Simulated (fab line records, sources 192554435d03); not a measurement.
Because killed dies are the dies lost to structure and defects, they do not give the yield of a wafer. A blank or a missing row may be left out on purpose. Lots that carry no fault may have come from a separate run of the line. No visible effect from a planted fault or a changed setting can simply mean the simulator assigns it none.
fab line records -- flow n5Finfet
record lots=11, wafers=33, lastDay=17
route steps=1938 shown BEOL_M2@903 BEOL_M4@1111
lots untouched by any fault: they come from a run of this same line in which no faults occurred
startH: start of the lot's first displayed wafer, in hours after the record's first day -- waitH: hours from the lot's prior step to this one -- " as in the row above -- L1.1+2: a row that stands for several wafers -- - either no value or no given start -- * or withheld: withheld -- < > ~ a bound
route shown NAME@n: names a module that has steps shown in the file, with the first one's number in the route -- usual: mean/standard deviation of fault-free wafers -- same: alike in all rows -- chamber/n: place in a boat -- sites: per-site readings -- _std_site: their standard deviation -- _edge_site: the outer-site mean with the inner-site mean subtracted -- radiusMm: how far each site lies from the wafer's centre -- mask NAME#n: copy n -- behind: tool/chamber where the wafer was last shaped -- hold: cause of the lot's hold/its duration in hours/its outcome -- device: transistor that didn't switch, given as n, p or np -- end of line: tests of these same wafers at the route's end -- step lacking rows: just its recipe -- killed: count of dies lost to structure and defects at first sort (not the wafer's yield) -- map: the dies of a wafer, with x for killed, . for not killed, _ for no die there
set.NAME: the setting that was run; set.NAME@STEP: the one run at that earlier step -- model.NAME: the simulator's own value behind a step, which no gauge read
steps of the route over a sample of lots; a table a step, a row a wafer
services: the hour from which a tool's chamber was out of use, counted from the record's first day as startH (under 0 if before that day), plus the number of hours and why
## steps
# step N5_BEOL_M2_CVD_47
# recipe material=Co, targetThkA=30, tempC=withheld, precursor=CCTBA/H2, pressureTorr=30, timeS=223.8
# usual runLengthS=246.5/0.6
lot.wafer,tool,chamber,startH,waitH,runLengthS
L330.3,cvdCo-01,0,156.57,0.1,246.5
L330.4,cvdCo-01,1,156.57,0.1,245.7
L330.5,cvdCo-01,2,156.57,0.1,245.3
L329.3,cvdCo-01,2,156.79,0.0,245.5
L329.5,cvdCo-01,0,156.79,0.0,246.7
L329.6,cvdCo-01,1,156.79,0.0,246.1
L331.2,cvdCo-02,1,159.03,0.0,246.2
L331.4,cvdCo-02,2,159.03,0.0,247.3
L331.5,cvdCo-02,0,159.03,0.0,246.4
L335.2,cvdCo-01,0,184.19,0.1,246.5
L335.3,cvdCo-01,2,184.19,0.1,245.6
L335.5,cvdCo-01,2,184.19,0.1,245.5
L338.1,cvdCo-01,0,207.06,0.3,246.8
L338.3,cvdCo-01,2,207.06,0.3,245.3
L338.4,cvdCo-01,2,207.06,0.3,245.8
L340.3,cvdCo-01,0,216.40,0.1,246.6
L340.4,cvdCo-01,2,216.40,0.1,245.3
L340.6,cvdCo-01,1,216.40,0.1,246.2
L343.4,cvdCo-01,2,228.38,0.1,245.5
L343.5,cvdCo-01,1,228.38,0.1,245.8
L343.6,cvdCo-01,0,228.38,0.1,246.4
L347.2,cvdCo-01,0,244.68,0.0,168.7
L347.3,cvdCo-01,2,244.68,0.0,167.4
L347.6,cvdCo-01,2,244.68,0.0,168.1
L348.1,cvdCo-01,0,259.73,0.0,169.0
L348.2,cvdCo-01,1,259.73,0.0,168.5
L348.6,cvdCo-01,0,259.73,0.0,168.5
L351.2,cvdCo-02,1,275.67,0.0,246.5
L351.5,cvdCo-02,0,275.67,0.0,246.8
L351.6,cvdCo-02,2,275.67,0.0,247.2
L352.4,cvdCo-02,0,280.17,0.2,246.7
L352.5,cvdCo-02,1,280.17,0.2,246.7
L352.6,cvdCo-02,2,280.17,0.2,247.1
# step N5_BEOL_M2_ANNEAL_49
# recipe tempC=400, timeS=240, ambient=vacuum
# usual heaterPowerW=848/98
lot.wafer,tool,chamber,startH,waitH,heaterPowerW
L330.3,pvdSputter-01,-,156.81,0.0,879
L330.4,pvdSputter-01,-,156.81,0.0,881
L330.5,pvdSputter-01,-,156.81,0.0,735
L329.3,pvdSputter-02,-,157.05,0.0,837
L329.5,pvdSputter-02,-,157.05,0.0,980
L329.6,pvdSputter-02,-,157.05,0.0,853
L331.2,pvdSputter-02,-,159.27,0.0,975
L331.4,pvdSputter-02,-,159.27,0.0,861
L331.5,pvdSputter-02,-,159.27,0.0,945
L335.2,pvdSputter-01,-,185.00,0.0,870
L335.3,pvdSputter-01,-,185.00,0.0,881
L335.5,pvdSputter-01,-,185.00,0.0,724
L338.1,pvdSputter-02,-,207.43,0.0,842
L338.3,pvdSputter-02,-,207.43,0.0,957
L338.4,pvdSputter-02,-,207.43,0.0,748
L340.3,pvdSputter-03,-,216.65,0.0,969
L340.4,pvdSputter-03,-,216.65,0.0,740
L340.6,pvdSputter-03,-,216.65,0.0,944
L343.4,pvdSputter-02,-,228.57,0.0,748
L343.5,pvdSputter-02,-,228.57,0.0,953
L343.6,pvdSputter-02,-,228.57,0.0,964
L347.2,pvdSputter-01,-,244.98,0.0,708
L347.3,pvdSputter-01,-,244.98,0.0,895
L347.6,pvdSputter-01,-,244.98,0.0,694
L348.1,pvdSputter-03,-,260.11,0.0,737
L348.2,pvdSputter-03,-,260.11,0.0,881
L348.6,pvdSputter-03,-,260.11,0.0,928
L351.2,pvdSputter-02,-,275.92,0.0,843
L351.5,pvdSputter-02,-,275.92,0.0,957
L351.6,pvdSputter-02,-,275.92,0.0,753
L352.4,pvdSputter-02,-,280.38,0.0,969
L352.5,pvdSputter-02,-,280.38,0.0,927
L352.6,pvdSputter-02,-,280.38,0.0,969
# step N5_BEOL_M2_ANNEAL_80
# recipe tempC=400, timeS=240, ambient=vacuum
# usual heaterPowerW=848/95
lot.wafer,tool,chamber,startH,waitH,heaterPowerW
L330.3,pvdSputter-01,-,157.03,0.0,888
L330.4,pvdSputter-01,-,157.03,0.0,899
L330.5,pvdSputter-01,-,157.03,0.0,740
L329.3,pvdSputter-02,-,157.27,0.0,829
L329.5,pvdSputter-02,-,157.27,0.0,959
L329.6,pvdSputter-02,-,157.27,0.0,829
L331.2,pvdSputter-02,-,159.49,0.0,966
L331.4,pvdSputter-02,-,159.49,0.0,832
L331.5,pvdSputter-02,-,159.49,0.0,954
L335.2,pvdSputter-01,-,185.22,0.0,873
L335.3,pvdSputter-01,-,185.22,0.0,896
L335.5,pvdSputter-01,-,185.22,0.0,711
L338.1,pvdSputter-02,-,207.65,0.0,841
L338.3,pvdSputter-02,-,207.65,0.0,934
L338.4,pvdSputter-02,-,207.65,0.0,765
L340.3,pvdSputter-03,-,216.87,0.0,932
L340.4,pvdSputter-03,-,216.87,0.0,733
L340.6,pvdSputter-03,-,216.87,0.0,931
L343.4,pvdSputter-02,-,228.79,0.0,742
L343.5,pvdSputter-02,-,228.79,0.0,942
L343.6,pvdSputter-02,-,228.79,0.0,956
L347.2,pvdSputter-01,-,245.20,0.0,721
L347.3,pvdSputter-01,-,245.20,0.0,856
L347.6,pvdSputter-01,-,245.20,0.0,731
L348.1,pvdSputter-03,-,260.33,0.0,749
L348.2,pvdSputter-03,-,260.33,0.0,858
L348.6,pvdSputter-03,-,260.33,0.0,912
L351.2,pvdSputter-02,-,276.17,0.0,852
L351.5,pvdSputter-02,-,276.17,0.0,947
L351.6,pvdSputter-02,-,276.17,0.0,758
L352.4,pvdSputter-02,-,280.63,0.0,959
L352.5,pvdSputter-02,-,280.63,0.0,945
L352.6,pvdSputter-02,-,280.63,0.0,947
# step N5_BEOL_M2_SPUTTER_92
# recipe material=Cu, targetThkA=45, tempC=-20, chamberPressurePa=0.07, powerW=withheld, timeS=8.29
# usual chuckSensorTempC=-16.2/0.56, throttleValvePct=30.3/0.73
lot.wafer,tool,chamber,startH,waitH,chuckSensorTempC,throttleValvePct
L330.3,pvdSputter-01,-,158.05,0.1,-16.1,31.2
L330.4,pvdSputter-01,-,158.05,0.1,-17.0,29.8
L330.5,pvdSputter-01,-,158.05,0.1,-15.2,29.8
L329.3,pvdSputter-02,-,158.29,0.1,-16.1,30.6
L329.5,pvdSputter-02,-,158.29,0.1,-16.0,30.7
L329.6,pvdSputter-02,-,158.29,0.1,-16.4,30.6
L331.2,pvdSputter-02,-,160.51,0.1,-15.9,31.2
L331.4,pvdSputter-02,-,160.51,0.1,-16.1,30.4
L331.5,pvdSputter-02,-,160.51,0.1,-16.2,31.0
L335.2,pvdSputter-01,-,186.24,0.1,-16.0,30.8
L335.3,pvdSputter-01,-,186.24,0.1,-17.2,29.6
L335.5,pvdSputter-01,-,186.24,0.1,-15.0,29.7
L338.1,pvdSputter-02,-,208.67,0.1,-16.3,30.6
L338.3,pvdSputter-02,-,208.67,0.1,-16.8,29.0
L338.4,pvdSputter-02,-,208.67,0.1,-16.8,30.0
L340.3,pvdSputter-03,-,217.89,0.1,-16.1,31.2
L340.4,pvdSputter-03,-,217.89,0.1,-16.3,30.5
L340.6,pvdSputter-03,-,217.89,0.1,-16.1,31.5
L343.4,pvdSputter-02,-,229.81,0.1,-16.9,29.6
L343.5,pvdSputter-02,-,229.81,0.1,-16.9,29.1
L343.6,pvdSputter-02,-,229.81,0.1,-16.1,31.1
L347.2,pvdSputter-01,-,246.22,0.1,-15.3,29.7
L347.3,pvdSputter-01,-,246.22,0.1,-16.1,30.8
L347.6,pvdSputter-01,-,246.22,0.1,-15.1,29.9
L348.1,pvdSputter-03,-,261.35,0.1,-16.2,30.7
L348.2,pvdSputter-03,-,261.35,0.1,-15.8,32.0
L348.6,pvdSputter-03,-,261.35,0.1,-16.1,31.0
L351.2,pvdSputter-02,-,277.32,0.1,-16.2,30.7
L351.5,pvdSputter-02,-,277.32,0.1,-16.1,31.0
L351.6,pvdSputter-02,-,277.32,0.1,-16.8,29.7
L352.4,pvdSputter-02,-,281.77,0.1,-16.2,31.4
L352.5,pvdSputter-02,-,281.77,0.1,-16.8,29.0
L352.6,pvdSputter-02,-,281.77,0.1,-16.2,31.0
# step N5_BEOL_M4_RC_MEAS_101
# usual DIBL_N=36.3/1.4, DIBL_P=35.7/1.5, IOFF_N=0.155/0.022, IOFF_P=0.204/0.027, ION_N=671/9, ION_P=459/6.2, SS_N=71.5/0.54, SS_P=73.1/0.56, VT_N=250.2/2.6, VT_P=-251/3.3
lot.wafer,tool,chamber,startH,waitH,DIBL_N[mV/V],DIBL_P[mV/V],IOFF_N[nA/um],IOFF_P[nA/um],ION_N[uA/um],ION_P[uA/um],SS_N[mV/dec],SS_P[mV/dec],VT_N[mV],VT_P[mV]
L330.3,prober-02,0,183.83,0.3,37.2,36.6,0.163,0.231,675,466,71.6,73.9,247.0,-247
L330.4,prober-02,0,183.83,0.3,35.4,34.2,0.129,0.187,664,461,70.4,73.0,253.1,-248
L330.5,prober-02,0,183.83,0.3,34.5,32.8,0.117,0.180,659,458,70.5,72.1,252.6,-250
L329.3,prober-01,0,185.35,0.3,35.6,34.2,0.157,0.207,673,457,71.9,72.7,246.0,-248
L329.5,prober-01,0,185.35,0.3,34.3,33.4,0.136,0.192,661,461,71.4,72.6,249.0,-249
L329.6,prober-01,0,185.35,0.3,35.9,34.4,0.157,0.203,664,457,71.1,72.8,248.9,-250
L331.2,prober-01,0,186.80,0.2,35.3,35.6,0.162,0.216,677,466,71.7,73.3,247.9,-248
L331.4,prober-01,0,186.80,0.2,35.4,35.4,0.156,0.221,663,462,71.7,73.4,249.2,-249
L331.5,prober-01,0,186.80,0.2,34.2,33.7,0.144,0.187,671,457,70.8,72.3,250.9,-251
L335.2,prober-01,0,209.97,0.2,39.1,38.6,0.197,0.257,682,466,72.3,73.6,247.3,-245
L335.3,prober-01,0,209.97,0.2,38.6,37.1,0.182,0.242,665,454,71.6,74.0,248.6,-246
L335.5,prober-01,0,209.97,0.2,38.9,37.1,0.195,0.238,678,458,73.4,73.4,250.4,-249
L338.1,prober-01,0,232.23,0.0,34.8,33.3,0.128,0.189,669,468,72.3,73.1,252.8,-247
L338.3,prober-01,0,232.23,0.0,36.0,35.0,0.153,0.218,679,465,71.9,72.9,248.1,-248
L338.4,prober-01,0,232.23,0.0,36.4,35.6,0.152,0.225,662,464,71.5,72.9,250.0,-247
L340.3,prober-01,0,240.33,0.3,38.0,37.9,0.180,0.227,677,463,71.9,73.6,247.7,-250
L340.4,prober-01,0,240.33,0.3,35.7,35.1,0.140,0.175,677,456,71.7,73.2,252.3,-255
L340.6,prober-01,0,240.33,0.3,35.8,35.1,0.141,0.172,655,449,71.4,72.9,253.1,-254
L343.4,prober-01,0,253.56,0.5,36.8,34.0,0.151,0.169,666,454,71.4,72.9,248.8,-257
L343.5,prober-01,0,253.56,0.5,36.0,33.6,0.138,0.161,667,451,71.5,72.5,253.7,-254
L343.6,prober-01,0,253.56,0.5,35.6,33.8,0.136,0.166,671,457,71.4,73.1,252.2,-256
L347.2,prober-01,0,274.48,0.2,34.1,33.5,0.119,0.174,666,457,71.0,72.7,253.2,-252
L347.3,prober-01,0,274.48,0.2,35.0,34.6,0.131,0.185,664,457,71.2,72.9,252.5,-251
L347.6,prober-01,0,274.48,0.2,35.4,34.6,0.138,0.192,677,462,71.6,73.0,250.7,-251
L348.1,prober-02,0,284.96,0.0,36.2,36.8,0.153,0.207,675,466,71.5,72.7,250.7,-250
L348.2,prober-02,0,284.96,0.0,36.3,36.8,0.158,0.213,671,460,71.3,73.0,251.5,-249
L348.6,prober-02,0,284.96,0.0,35.9,36.0,0.143,0.194,663,457,71.1,72.4,253.7,-251
L351.2,prober-01,0,302.79,0.2,33.6,33.7,0.105,0.161,653,456,71.3,72.2,254.8,-251
L351.5,prober-01,0,302.79,0.2,36.1,36.6,0.139,0.207,663,461,71.6,73.2,251.6,-251
L351.6,prober-01,0,302.79,0.2,33.8,33.5,0.106,0.159,644,452,70.9,72.9,255.0,-254
L352.4,prober-01,0,307.64,0.5,35.3,34.7,0.137,0.179,669,460,71.7,72.8,250.5,-255
L352.5,prober-01,0,307.64,0.5,37.3,35.9,0.166,0.192,671,452,71.9,72.1,249.3,-252
L352.6,prober-01,0,307.64,0.5,35.1,34.5,0.135,0.178,668,457,71.5,72.3,253.9,-253
## services
tool,chamber,startH,hours,kind
cvdCo-01,2,137.86,8.4,repair
cvdCo-01,-,165.80,3.2,repair
cvdCo-01,-,171.90,2.5,repair
cvdCo-01,2,245.84,12.5,repair
cvdCo-01,-,262.09,4.3,pm
## key
firstSign step=N5_BEOL_M2_CVD_47, reading=runLengthS, direction=down, sigmas=99+, usual=*, struck=*
effect none on later readings
metAt N5_BEOL_M2_CVD_47
struckLots L347,L348
notActingAt N5_BEOL_M2_ANNEAL_49,N5_BEOL_M2_ANNEAL_80,N5_BEOL_M2_SPUTTER_92
onsetBetween 228.38 244.68
fault kind=processParameterDrift, tool=cvdCo-01, chamber=-, onsetH=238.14, steps=N5_BEOL_M2_CVD_47, channel=timeS, offset=*, shape=step, endH=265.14, actsIn=*, stated=*
